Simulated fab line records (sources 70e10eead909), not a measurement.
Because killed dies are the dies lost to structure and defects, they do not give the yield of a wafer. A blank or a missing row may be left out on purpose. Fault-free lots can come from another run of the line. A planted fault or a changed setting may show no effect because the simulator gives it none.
fab line records    flow nand-harc
record lots=12  wafers=36  last-day=34
route steps=1302 shown A_CHANNEL_FILL_D1@506 A_DECK1_JOINT@542 A_ONON_D2@546 END@1302
lots that met no fault: taken from a fault-free run of the same line
start-h: the number of hours between the record's first day and the start of the first shown wafer of the lot    wait-h: how many hours have passed since the lot's step before this one    " same as the row above    L1.1+2: several wafers, shown together as one row    - no value, or no start given    * or withheld: withheld    < > ~ a bound
route shown NAME@n: names a module that has steps shown in the file, with the first one's number in the route    usual: mean/standard deviation of fault-free wafers    same: alike in all rows    chamber/n: place in a boat    sites: the reading at each site    _std_site: standard deviation across them    _edge_site: the outer-site mean with the inner-site mean subtracted    radius-mm: for every site, how far away it sits from the centre of the wafer    mask NAME#n: copy n    behind: the tool/chamber that last shaped the wafer    hold: the reason the lot was held/the length of the hold in hours/how it ended    device: whichever transistor did not switch (one of n, p or np)    end of line: tests run on the same wafers once the route is complete    a step without rows: its recipe alone    killed: not the wafer's yield, but the dies lost to structure and defects at the first sort    map: the dies of a wafer, with x for killed, . for not killed, _ for no die there
set.NAME: the setting that was run; set.NAME@STEP: the one run at that earlier step    model.NAME: the simulator's own value behind a step, which no gauge read
route steps across a sampled set of lots; one table per step, one row per wafer
services: the hour from which a tool's chamber was out of use, counted from the record's first day as start-h (under 0 if before that day), plus the number of hours and why
## steps
# step NHARC_A_CHANNEL_FILL_D1_THK_MEAS_06
# recipe thk-meas-gauge=ellipsometry
# usual thk-nm=5.2/0.94
lot.wafer  tool           chamber  start-h  wait-h  thk-nm
L791.2     film-metro-01  -        222.29   0.4     5.4
L791.3     "              -        "        "       4.0
L791.4     "              -        "        "       5.7
L792.1     film-metro-02  -        234.23   0.4     5.6
L792.2     "              -        "        "       4.1
L792.5     "              -        "        "       3.7
L794.3     film-metro-02  -        254.20   0.4     5.5
L794.4     "              -        "        "       4.8
L794.5     "              -        "        "       3.4
L797.3     film-metro-02  -        284.98   0.4     7.4
L797.4     "              -        "        "       4.8
L797.6     "              -        "        "       5.3
L805.2     film-metro-02  -        367.74   0.4     4.5
L805.3     "              -        "        "       4.2
L805.5     "              -        "        "       4.8
L806.2     film-metro-01  -        370.79   0.4     4.4
L806.4     "              -        "        "       3.5
L806.5     "              -        "        "       6.3
L809.1     film-metro-01  -        396.13   0.4     6.2
L809.3     "              -        "        "       5.7
L809.5     "              -        "        "       4.8
L810.3     film-metro-02  -        410.11   0.4     4.2
L810.4     "              -        "        "       4.2
L810.5     "              -        "        "       6.7
L812.4     film-metro-02  -        431.66   0.4     4.4
L812.5     "              -        "        "       6.2
L812.6     "              -        "        "       6.1
L811.2     film-metro-01  -        437.72   0.4     5.1
L811.3     "              -        "        "       5.1
L811.4     "              -        "        "       4.5
L813.1     film-metro-01  -        443.78   0.4     4.4
L813.3     "              -        "        "       5.5
L813.6     "              -        "        "       5.4
L814.3     film-metro-02  -        462.08   0.4     6.7
L814.4     "              -        "        "       4.2
L814.5     "              -        "        "       6.7
# step NHARC_A_CHANNEL_FILL_D1_STRIP_29
# recipe time-s=20  o2-flow-sccm=500  ar-flow-sccm=0  bias-w=0  chemistry=O2
# usual drypump-motor-current-A=5.7/0.5  oes-product-au=1.001/0.01  rf-vpp-V=57.7/0.89  showerhead-plenum-p-Torr=3.51/0.12  throttle-valve-pct=17.037/0.0094
# same bias-w=0
lot.wafer  tool         chamber  start-h  wait-h  drypump-motor-current-A  oes-product-au  rf-hours-counter-h  rf-vpp-V  showerhead-plenum-p-Torr  throttle-valve-pct
L791.4     rie-diel-04  0        -        -       5.0                      1.011           2.1                 58.1      3.64                      17.032
L791.2     "            1        "        "       5.7                      0.988           2.4                 58.3      3.64                      17.046
L791.3     "            3        "        "       6.5                      0.982           2.3                 58.2      3.40                      17.036
L792.1     rie-diel-04  3        -        -       6.5                      0.990           2.8                 58.5      3.40                      17.045
L792.2     "            1        "        "       5.7                      0.995           3.1                 58.2      3.64                      17.045
L792.5     "            3        "        "       6.5                      0.997           -                   58.0      3.40                      17.024
L794.3     rie-diel-06  3        -        -       5.3                      1.015           6.5                 58.6      3.51                      17.036
L794.4     "            0        "        "       6.2                      1.010           6.2                 57.6      3.66                      17.041
L794.5     "            2        "        "       6.1                      0.989           -                   56.7      3.33                      17.055
L797.4     rie-diel-01  0        -        -       4.9                      1.008           2.7                 57.3      3.44                      17.038
L797.3     "            3        "        "       5.1                      0.990           3.1                 56.1      3.40                      17.020
L797.6     "            0        "        "       5.0                      1.006           -                   58.1      3.44                      17.046
L805.3     rie-diel-06  2        -        -       6.2                      1.005           3.1                 55.9      3.32                      17.023
L805.2     "            3        "        "       5.3                      1.001           2.9                 58.2      3.50                      17.035
L805.5     "            1        "        "       5.9                      1.023           -                   56.7      3.66                      17.017
L806.2     rie-diel-01  2        -        -       6.0                      1.001           9.5                 57.4      3.44                      17.046
L806.4     "            3        "        "       5.1                      0.993           8.9                 57.7      3.40                      17.039
L806.5     "            0        "        "       4.9                      1.011           -                   57.3      3.44                      17.040
L809.1     rie-diel-04  2        -        -       5.5                      1.006           2.3                 57.4      3.50                      17.031
L809.3     "            1        "        "       5.7                      1.000           2.3                 57.5      3.63                      17.034
L809.5     "            3        "        "       6.5                      0.976           -                   57.1      3.39                      17.031
L810.3     rie-diel-04  3        415.93   0.2     6.5                      0.974           3.1                 56.7      3.39                      17.036
L810.4     "            2        "        "       5.5                      1.004           -                   56.6      3.50                      17.037
L810.5     "            3        "        "       6.5                      0.989           -                   57.2      3.39                      17.045
L812.4     rie-diel-01  0        -        -       5.0                      0.994           2.7                 57.8      3.43                      17.030
L812.5     "            2        "        "       6.1                      1.017           -                   56.7      3.44                      17.037
L812.6     "            3        "        "       5.1                      0.996           -                   56.5      3.40                      17.040
L811.4     rie-diel-06  3        -        -       5.3                      1.001           6.2                 57.2      3.50                      17.031
L811.3     "            1        "        "       5.9                      1.009           6.7                 58.7      3.65                      17.054
L811.2     "            2        "        "       6.2                      1.002           5.9                 56.6      3.32                      17.040
L813.3     rie-diel-04  0        -        -       4.9                      0.998           4.1                 57.9      3.63                      17.029
L813.1     "            2        "        "       5.5                      1.001           4.3                 58.0      3.49                      17.048
L813.6     "            1        "        "       5.7                      0.988           -                   59.5      3.63                      17.047
L814.3     rie-diel-04  0        -        -       4.9                      1.009           4.7                 57.8      3.63                      17.046
L814.4     "            1        "        "       5.7                      1.002           4.6                 57.7      3.63                      17.027
L814.5     "            1        "        "       5.7                      0.998           -                   57.3      3.63                      17.041
# step NHARC_A_DECK1_JOINT_DEP_16
# recipe target-thk-a=450  temp-c=400  pressure-torr=6.5  rf-w=900  teos-flow-sccm=161.4  flow-sccm=2650  target-thk-nm=45  gas=O2  material=SiO2
# usual chamber-pressure-Torr=6.501/0.014  flow-sccm=2649/7.6  heater-power-w=531/77  rf-fwd-power-W=896.5/2.6  throttle-valve-pct=15.8/0.5
lot.wafer  tool      chamber  start-h  wait-h  chamber-pressure-Torr  flow-sccm  heater-power-w  rf-fwd-power-W  since-wet-clean-h  throttle-valve-pct
L791.2     pecvd-03  0        275.47   0.1     6.478                  2661       509             898.0           76                 16.1
L791.3     "         2        "        "       6.489                  2645       607             897.2           76                 15.4
L791.4     "         0        "        "       6.478                  2655       509             894.6           -                  16.1
L792.2     pecvd-03  0        281.11   0.3     6.483                  2652       427             899.2           82                 16.2
L792.1     "         2        "        "       6.507                  2657       549             895.3           82                 15.5
L792.5     "         1        "        "       6.474                  2650       587             899.7           -                  15.2
L794.3     pecvd-03  2        300.78   0.1     6.494                  2649       503             899.2           101                15.7
L794.4     "         1        "        "       6.498                  2660       550             889.5           -                  15.2
L794.5     "         2        "        "       6.496                  2647       515             895.1           -                  15.7
L797.3     pecvd-02  2        337.75   0.1     6.511                  2650       466             897.7           98                 16.1
L797.6     "         2        "        "       6.501                  2664       466             895.8           -                  15.9
L797.4     "         1        "        "       6.523                  2644       634             894.9           -                  15.6
L805.3     pecvd-03  0        417.56   0.1     6.486                  2650       490             896.1           37                 15.8
L805.2     "         1        "        "       6.518                  2651       543             896.6           37                 15.5
L805.5     "         1        "        "       6.506                  2649       523             899.5           -                  15.2
L806.2     pecvd-03  2        424.69   0.1     6.502                  2639       612             903.8           44                 15.9
L806.5     "         0        "        "       6.523                  2656       474             895.9           -                  16.0
L806.4     "         1        "        "       6.488                  2653       620             900.9           -                  15.0
L809.3     pecvd-02  2        451.70   0.4     6.493                  2645       407             893.5           30                 15.6
L809.1     "         0        "        "       6.504                  2635       475             895.4           30                 15.4
L809.5     "         2        "        "       6.502                  2658       401             893.4           -                  15.9
L810.3     pecvd-04  1        468.01   0.1     6.507                  2656       560             896.5           5                  16.0
L810.5     "         1        "        "       6.497                  2656       558             895.6           -                  15.9
L810.4     "         0        "        "       6.521                  2652       549             896.7           -                  15.9
L812.6     pecvd-04  1        481.16   0.2     6.513                  2649       520             895.3           -                  15.9
L812.4     "         2        "        "       6.510                  2643       605             896.7           -                  16.9
L812.5     "         0        "        "       6.494                  2640       615             896.3           -                  16.0
L811.3     pecvd-03  1        484.04   0.1     6.491                  2641       656             895.2           104                15.4
L811.2     "         2        "        "       6.483                  2656       672             892.9           104                16.0
L811.4     "         0        "        "       6.489                  2653       466             898.6           -                  16.2
L813.3     pecvd-04  1        486.60   0.1     6.499                  2639       584             895.2           24                 16.3
L813.1     "         0        "        "       6.524                  2647       635             897.4           24                 15.9
L813.6     "         0        "        "       6.499                  2648       627             898.7           -                  15.8
L814.3     pecvd-02  2        506.28   0.1     6.502                  2649       407             898.5           85                 15.9
L814.4     "         1        "        "       6.510                  2646       556             894.6           -                  15.0
L814.5     "         2        "        "       6.522                  2665       396             897.1           -                  15.9
# step NHARC_A_DECK1_JOINT_INSPECT_05
# usual raw-defect-count=321/110
lot.wafer  tool               chamber  start-h  wait-h  raw-defect-count
L791.2     defect-inspect-01  -        275.78   0.0     378
L791.3     "                  -        "        "       493
L791.4     "                  -        "        "       309
L792.1     defect-inspect-01  -        281.43   0.0     369
L792.2     "                  -        "        "       352
L792.5     "                  -        "        "       330
L794.3     defect-inspect-01  -        301.04   0.0     360
L794.4     "                  -        "        "       258
L794.5     "                  -        "        "       350
L797.3     defect-inspect-02  -        338.07   0.0     422
L797.4     "                  -        "        "       220
L797.6     "                  -        "        "       470
L805.2     defect-inspect-01  -        417.87   0.0     777
L805.3     "                  -        "        "       883
L805.5     "                  -        "        "       745
L806.2     defect-inspect-02  -        424.95   0.0     691
L806.4     "                  -        "        "       785
L806.5     "                  -        "        "       723
L809.1     defect-inspect-01  -        451.99   0.0     674
L809.3     "                  -        "        "       247
L809.5     "                  -        "        "       339
L810.3     defect-inspect-01  -        468.32   0.0     175
L810.4     "                  -        "        "       433
L810.5     "                  -        "        "       444
L812.4     defect-inspect-02  -        481.39   0.0     168
L812.5     "                  -        "        "       430
L812.6     "                  -        "        "       231
L811.2     defect-inspect-02  -        484.35   0.0     165
L811.3     "                  -        "        "       266
L811.4     "                  -        "        "       345
L813.1     defect-inspect-02  -        486.92   0.0     293
L813.3     "                  -        "        "       281
L813.6     "                  -        "        "       357
L814.3     defect-inspect-02  -        506.57   0.0     361
L814.4     "                  -        "        "       278
L814.5     "                  -        "        "       254
# step NHARC_A_ONON_D2_THK_MEAS_02
# recipe thk-meas-gauge=ellipsometry
# usual thk-nm=998/9.3
lot.wafer  tool           chamber  start-h  wait-h  thk-nm
L791.2     film-metro-02  -        276.36   -       995
L791.3     "              -        "        "       993
L791.4     "              -        "        "       996
L792.1     film-metro-01  -        282.01   -       1000
L792.2     "              -        "        "       997
L792.5     "              -        "        "       999
L794.3     film-metro-02  -        301.62   -       977
L794.4     "              -        "        "       974
L794.5     "              -        "        "       977
L797.3     film-metro-02  -        338.64   -       993
L797.4     "              -        "        "       994
L797.6     "              -        "        "       992
L805.2     film-metro-01  -        418.45   -       991
L805.3     "              -        "        "       989
L805.5     "              -        "        "       990
L806.2     film-metro-02  -        425.52   -       997
L806.4     "              -        "        "       996
L806.5     "              -        "        "       995
L809.1     film-metro-02  -        452.56   -       996
L809.3     "              -        "        "       995
L809.5     "              -        "        "       995
L810.3     film-metro-01  -        468.90   -       997
L810.4     "              -        "        "       999
L810.5     "              -        "        "       998
L812.4     film-metro-01  -        481.97   -       1002
L812.5     "              -        "        "       1003
L812.6     "              -        "        "       1004
L811.2     film-metro-01  -        484.93   -       1012
L811.3     "              -        "        "       1010
L811.4     "              -        "        "       1009
L813.1     film-metro-01  -        487.49   -       1016
L813.3     "              -        "        "       1013
L813.6     "              -        "        "       1015
L814.3     film-metro-01  -        507.14   -       1000
L814.4     "              -        "        "       1000
L814.5     "              -        "        "       1000
# step NHARC_END_SORT_01
# recipe temp-c=25
# usual killed-at-array=53/18  killed-at-other=1.0/1.2  killed-at-periphery=3.6/2.4  killed-dies=58/18  killed-open=3.4/1.8  killed-short=2.3/1.5
# same gross-dies=677
lot.wafer  tool       chamber  start-h  wait-h  killed-at-array  killed-at-other  killed-at-periphery  killed-dies  killed-open  killed-short
L805.2     prober-01  0        717.69   2.8     134              1                11                   146          4            2
L805.3     prober-01  0        718.48   3.1     126              2                7                    135          5            2
L805.5     prober-01  0        720.07   3.7     137              0                4                    141          2            1
L806.2     prober-02  0        717.73   2.8     113              0                13                   126          2            2
L806.4     prober-02  0        719.33   3.4     125              0                10                   135          2            4
L806.5     prober-02  0        720.13   3.7     121              1                9                    131          3            7
# killed by level:class
L805.2 A_DECK1_JOINT:unspecified=76 A_CHANNEL_HOLE_D1:chamber-film-flake=19 A_SLIT:chamber-film-flake=17 A_CHANNEL_HOLE_D2:chamber-film-flake=9 A_CONTACT:chamber-film-flake=4 P_M0:geometric-particle:open=3 P_CONTACT:chamber-film-flake=3 A_BONDPAD:chamber-film-flake=3
L806.2 A_DECK1_JOINT:unspecified=52 A_CHANNEL_HOLE_D1:chamber-film-flake=23 A_CHANNEL_HOLE_D2:chamber-film-flake=14 P_CONTACT:chamber-film-flake=12 A_SLIT:chamber-film-flake=8 A_BONDPAD:chamber-film-flake=6 A_DECK1_JOINT:chamber-film-flake=3 A_CHANNEL_FILL_D1:geometric-particle:short=1
L805.3 A_DECK1_JOINT:unspecified=44 A_SLIT:chamber-film-flake=29 A_CHANNEL_HOLE_D1:chamber-film-flake=21 A_CHANNEL_HOLE_D2:chamber-film-flake=14 A_BONDPAD:chamber-film-flake=5 P_CONTACT:geometric-particle:open=2 P_GATE:chamber-film-flake=2 P_CONTACT:chamber-film-flake=2
L806.4 A_DECK1_JOINT:unspecified=75 A_CHANNEL_HOLE_D1:chamber-film-flake=20 A_CHANNEL_HOLE_D2:chamber-film-flake=14 P_CONTACT:chamber-film-flake=5 P_GATE:chamber-film-flake=3 A_SLIT:chamber-film-flake=3 A_CONTACT:chamber-film-flake=3 A_M0:chamber-film-flake=3
L805.5 A_DECK1_JOINT:unspecified=77 A_CHANNEL_HOLE_D1:chamber-film-flake=20 A_SLIT:chamber-film-flake=20 A_CHANNEL_HOLE_D2:chamber-film-flake=8 A_CONTACT:chamber-film-flake=5 A_BONDPAD:chamber-film-flake=4 P_GATE:chamber-film-flake=2 P_CONTACT:geometric-particle:open=1
L806.5 A_DECK1_JOINT:unspecified=47 A_CHANNEL_HOLE_D1:chamber-film-flake=31 A_CHANNEL_HOLE_D2:chamber-film-flake=21 A_SLIT:chamber-film-flake=8 A_WL_FILL:geometric-particle:short=4 A_BONDPAD:chamber-film-flake=4 P_GATE:chamber-film-flake=3 P_CONTACT:chamber-film-flake=3
## services
tool         chamber  start-h  hours  kind
rie-diel-01  0        216.30   5.2    repair
pecvd-02     -        227.18   13.0   pm
pecvd-02     -        255.68   1.0    repair
rie-diel-04  1        259.50   9.0    repair
pecvd-04     -        269.00   13.0   pm
pecvd-03     2        283.93   3.2    repair
rie-diel-06  1        284.62   12.8   repair
rie-diel-04  1        289.33   2.8    repair
rie-diel-01  0        296.60   7.8    repair
rie-diel-06  -        307.27   9.0    pm
pecvd-02     -        311.24   1.2    repair
rie-diel-06  3        325.19   4.8    repair
pecvd-03     0        328.59   10.6   repair
rie-diel-04  0        333.72   3.4    repair
rie-diel-04  1        335.60   1.7    repair
rie-diel-04  3        352.66   11.1   repair
rie-diel-04  -        354.91   9.0    pm
pecvd-03     -        367.44   13.0   pm
rie-diel-01  -        380.88   9.0    pm
rie-diel-04  0        412.27   6.2    repair
rie-diel-04  -        433.13   3.6    repair
pecvd-03     -        479.78   0.7    repair
rie-diel-04  -        481.04   0.2    repair
pecvd-03     0        498.29   20.0   repair
## key
first-sign step=NHARC_A_DECK1_JOINT_INSPECT_05  reading=raw-defect-count  direction=up  sigmas=4  usual=321  struck=767
effect step=NHARC_END_SORT_01  reading=killed-dies  direction=up  sigmas=4.2  usual=58  struck=136
more-kills-born-at NHARC_A_DECK1_JOINT_DEP_16@pecvd-03=371
met-at NHARC_A_DECK1_JOINT_DEP_16
struck-lots L805,L806
tester-left-out L805,L806
not-acting-at NHARC_A_CHANNEL_FILL_D1_THK_MEAS_06,NHARC_A_CHANNEL_FILL_D1_STRIP_29,NHARC_A_ONON_D2_THK_MEAS_02
onset-between 300.78 417.56
fault kind=chamber-particle-source  tool=pecvd-03  chamber=-  onset-h=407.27  steps=NHARC_A_DECK1_JOINT_DEP_16  rate-per-visit-cm2=0.55939  end-h=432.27
# tester-left-out: of these lots the tester's yield and bins aren't shown, on N5 and GAA mostly nor the transistor test; their killed dies are dies lost to structure and defects alone, not to doping, threshold or leakage, so they don't give the yield
